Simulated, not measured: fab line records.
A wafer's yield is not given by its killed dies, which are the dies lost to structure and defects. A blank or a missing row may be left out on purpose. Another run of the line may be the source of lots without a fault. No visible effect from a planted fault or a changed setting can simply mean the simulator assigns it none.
Which of the tools did it? | flow n5Finfet | 12 lots with 34 wafers sampled at 5 steps, on a route of 1938 steps

WHAT THE GAUGES SHOWED, per wafer
N5_FIN_CUT_OVL_MEAS_09. Usual: FIN_CUT_OVL typically reads 0.1 nm, with standard deviation 0.65.
lot  | measured    | on         | FIN_CUT_OVL (nm) | flag
L168 | day 2 08:10 | overlay-01 | 0.9 -0.8 0.4     | 
L169 | day 2 15:07 | overlay-01 | 0.2 0.6 -0.2     | 
L172 | day 3 09:18 | overlay-02 | 0.2 0.1          | 
L174 | day 3 20:56 | overlay-01 | -0.1 0.4         | 
L180 | day 5 12:19 | overlay-02 | 1.3 0.5 0.8      | 
L181 | day 5 18:56 | overlay-01 | 0.3 0.6 1.2      | 
L183 | day 6 04:28 | overlay-01 | 0.0 0.9 0.1      | 
L185 | day 6 14:41 | overlay-01 | 0.4 0.6 -0.2     | 
L186 | day 6 22:44 | overlay-01 | 0.3 0.4 0.5      | 
L187 | day 7 03:28 | overlay-02 | -0.4 -0.1 -0.2   | 
L188 | day 7 11:37 | overlay-01 | -1.2 -0.5 -0.8   | 
L189 | day 7 13:50 | overlay-02 | 0.1 0.4 0.0      | 

N5_STI_FIN_REVEAL_FIN_H_MEAS_10. Usual: 51.9 nm for trenchDepthNm, sd 0.72.
lot  | measured    | on     | trenchDepthNm (nm) | flag
L168 | day 2 18:11 | ocd-01 | 52.0 51.6 51.1     | 
L169 | day 3 01:41 | ocd-01 | 50.6 52.4 52.0     | 
L172 | day 3 19:31 | ocd-01 | 36.1 52.0          | OFF
L174 | day 4 07:35 | ocd-02 | 35.5 34.2          | OFF
L180 | day 5 22:04 | ocd-02 | 52.2 52.2 53.1     | 
L181 | day 6 04:59 | ocd-02 | 52.2 51.7 52.6     | 
L183 | day 6 14:23 | ocd-02 | 53.2 53.5 51.7     | 
L185 | day 7 02:01 | ocd-01 | 52.2 51.4 50.8     | 
L186 | day 7 10:18 | ocd-02 | 51.1 52.2 52.2     | 
L187 | day 7 13:19 | ocd-01 | 52.7 52.6 51.3     | 
L188 | day 7 21:26 | ocd-02 | 53.1 53.1 51.5     | 
L189 | day 7 23:51 | ocd-02 | 51.5 51.6 51.9     | 

EACH LOT AND THE TOOL THAT RAN IT (in order: tool; ch and the chambers of the sampled wafers; start)
lot  | N5_FIN_CUT_STRIP_24              | N5_STI_FIN_REVEAL_ALD_14        | N5_STI_FIN_REVEAL_RECESS_09
L168 | rieDiel-01 ch 1,2,3, day 2 08:47 | aldSin-03 ch 0,1,2, day 2 09:23 | vaporEtch-01 ch 0,1, day 2 15:26
L169 | rieDiel-06 ch 0,1,2, day 2 15:39 | aldSin-01 ch 0,1,2, day 2 16:15 | vaporEtch-01 ch 0,1, day 2 22:58
L172 | rieDiel-01 ch 2, day 3 09:49     | aldSin-01 ch 2, day 3 10:26     | vaporEtch-02 ch 0, day 3 16:17
L174 | rieDiel-02 ch 0,3, day 3 21:36   | aldSin-02 ch 0,3, day 3 22:28   | vaporEtch-02 ch 1, day 4 04:17
L180 | rieDiel-02 ch 0,1,2, day 5 12:57 | aldSin-02 ch 0,1,3, day 5 13:32 | vaporEtch-01 ch 0,1, day 5 19:22
L181 | rieDiel-02 ch 0,2,3, day 5 19:27 | aldSin-02 ch 1,2, day 5 20:23   | vaporEtch-01 ch 0, day 6 02:18
L183 | rieDiel-06 ch 1,2,3, day 6 04:58 | aldSin-01 ch 0,1,2, day 6 05:34 | vaporEtch-01 ch 0,1, day 6 12:10
L185 | rieDiel-02 ch 1,3, day 6 15:12   | aldSin-03 ch 1,3, day 6 17:22   | vaporEtch-01 ch 0,1, day 6 23:17
L186 | rieDiel-06 ch 0,2, day 6 23:14   | aldSin-02 ch 0,1,3, day 7 01:44 | vaporEtch-01 ch 0,1, day 7 07:34
L187 | rieDiel-06 ch 0,2, day 7 03:59   | aldSin-03 ch 0,2, day 7 04:45   | vaporEtch-02 ch 0,1, day 7 10:37
L188 | rieDiel-01 ch 0,1,3, day 7 12:07 | aldSin-03 ch 0,2,3, day 7 12:45 | vaporEtch-02 ch 0,1, day 7 19:14
L189 | rieDiel-01 ch 0,2,3, day 7 14:34 | aldSin-03 ch 1,2, day 7 15:08   | vaporEtch-02 ch 0,1, day 7 21:09
- N5_FIN_CUT_STRIP_24: strips in CF4.
- N5_STI_FIN_REVEAL_ALD_14: deposits Si3N4, target thk 3 nm.
- N5_STI_FIN_REVEAL_RECESS_09: chemistry HF/NH3, target SiO2, afs cycles 11, target depth 42.5 nm, sublimation time 60 s.

AS READ BY THE TOOLS THEMSELVES (means over the sampled wafers that have a number; for cases with no such wafer, the mark the record gives instead)
N5_FIN_CUT_STRIP_24. Usual: drypumpMotorCurrentA 5.50 A, standard deviation 0.26; oesProductAu 0.77 a.u., standard deviation 0.075; rfVppV 271.4 V, standard deviation 1.4; showerheadPlenumPTorr 1.81 Torr, standard deviation 0.05; throttleValvePct 13.55 %, standard deviation 0.26.
lot  | tool       | drypumpMotorCurrentA (A) | oesProductAu (a.u.) | rfVppV (V) | showerheadPlenumPTorr (Torr) | throttleValvePct (%) | flag
L168 | rieDiel-01 | 5.47                     | 0.79                | 271.6      | 1.84                         | 13.70                | 
L169 | rieDiel-06 | 5.51                     | 0.73                | 272.2      | 1.82                         | 13.64                | 
L172 | rieDiel-01 | 5.77                     | 0.70                | 272.2      | 1.85                         | 14.03                | 
L174 | rieDiel-02 | 5.23                     | 0.74                | 270.4      | 1.78                         | 13.58                | 
L180 | rieDiel-02 | 5.53                     | 0.81                | 271.6      | 1.80                         | 13.39                | 
L181 | rieDiel-02 | 5.43                     | 0.77                | 271.1      | 1.79                         | 13.44                | 
L183 | rieDiel-06 | 5.53                     | 0.77                | 272.3      | 1.84                         | 13.44                | 
L185 | rieDiel-02 | 5.54                     | 0.82                | 270.6      | 1.74                         | 13.51                | 
L186 | rieDiel-06 | 5.55                     | 0.72                | 272.2      | 1.85                         | 13.60                | 
L187 | rieDiel-06 | 5.54                     | 0.72                | 271.3      | 1.84                         | 13.62                | 
L188 | rieDiel-01 | 5.35                     | 0.77                | 271.7      | 1.79                         | 13.61                | 
L189 | rieDiel-01 | 5.44                     | 0.76                | 270.9      | 1.79                         | 13.79                | 

N5_STI_FIN_REVEAL_ALD_14. Usual: 856 W for heaterPowerW, sd 110.
lot  | tool      | heaterPowerW (W) | flag
L168 | aldSin-03 | 847              | 
L169 | aldSin-01 | 822              | 
L172 | aldSin-01 | 708              | 
L174 | aldSin-02 | 733              | 
L180 | aldSin-02 | 796              | 
L181 | aldSin-02 | 900              | 
L183 | aldSin-01 | 815              | 
L185 | aldSin-03 | 912              | 
L186 | aldSin-02 | 790              | 
L187 | aldSin-03 | 810              | 
L188 | aldSin-03 | 853              | 
L189 | aldSin-03 | 888              | 

N5_STI_FIN_REVEAL_RECESS_09. Usual: drypumpMotorCurrentA 5.6 A, standard deviation 0.37; tempC 29.97 C, standard deviation 0.1.
lot  | tool         | drypumpMotorCurrentA (A) | tempC (C) | flag
L168 | vaporEtch-01 | 5.9                      | 29.91     | 
L169 | vaporEtch-01 | 5.9                      | 29.98     | 
L172 | vaporEtch-02 | 5.2                      | 30.00     | 
L174 | vaporEtch-02 | 5.2                      | 30.04     | 
L180 | vaporEtch-01 | 5.9                      | 29.98     | 
L181 | vaporEtch-01 | 6.0                      | 29.92     | 
L183 | vaporEtch-01 | 6.0                      | 30.06     | 
L185 | vaporEtch-01 | 5.9                      | 29.90     | 
L186 | vaporEtch-01 | 5.9                      | 29.99     | 
L187 | vaporEtch-02 | 5.2                      | 29.87     | 
L188 | vaporEtch-02 | 5.2                      | 29.92     | 
L189 | vaporEtch-02 | 5.2                      | 29.91     | 

THE ANSWER, worked out from the rows above alone
Rule: lot off if the mean of its wafers having a number is beyond 3 standard deviations from the usual mean. A lot without any number at a reading at which 4 lots or more have one is off too. All remaining lots with rows at the step are treated as sound. First the gauges in route order, then the tools' own readings, where a lot's mean is used as printed above. The first step at which some lot is off is used, and at that step the reading that is off furthest; a lot without a number counts as furthest.
Off at N5_STI_FIN_REVEAL_FIN_H_MEAS_10 (trenchDepthNm): L172, L174.
A tool fits if, at a process step before that reading, it ran every lot that is off, and no sound lot after the first of them. Gauges at N5_STI_FIN_REVEAL_FIN_H_MEAS_10: tried the same way as those tools. No candidate that was tried fits.

WHAT THE SIMULATOR HAD PUT IN
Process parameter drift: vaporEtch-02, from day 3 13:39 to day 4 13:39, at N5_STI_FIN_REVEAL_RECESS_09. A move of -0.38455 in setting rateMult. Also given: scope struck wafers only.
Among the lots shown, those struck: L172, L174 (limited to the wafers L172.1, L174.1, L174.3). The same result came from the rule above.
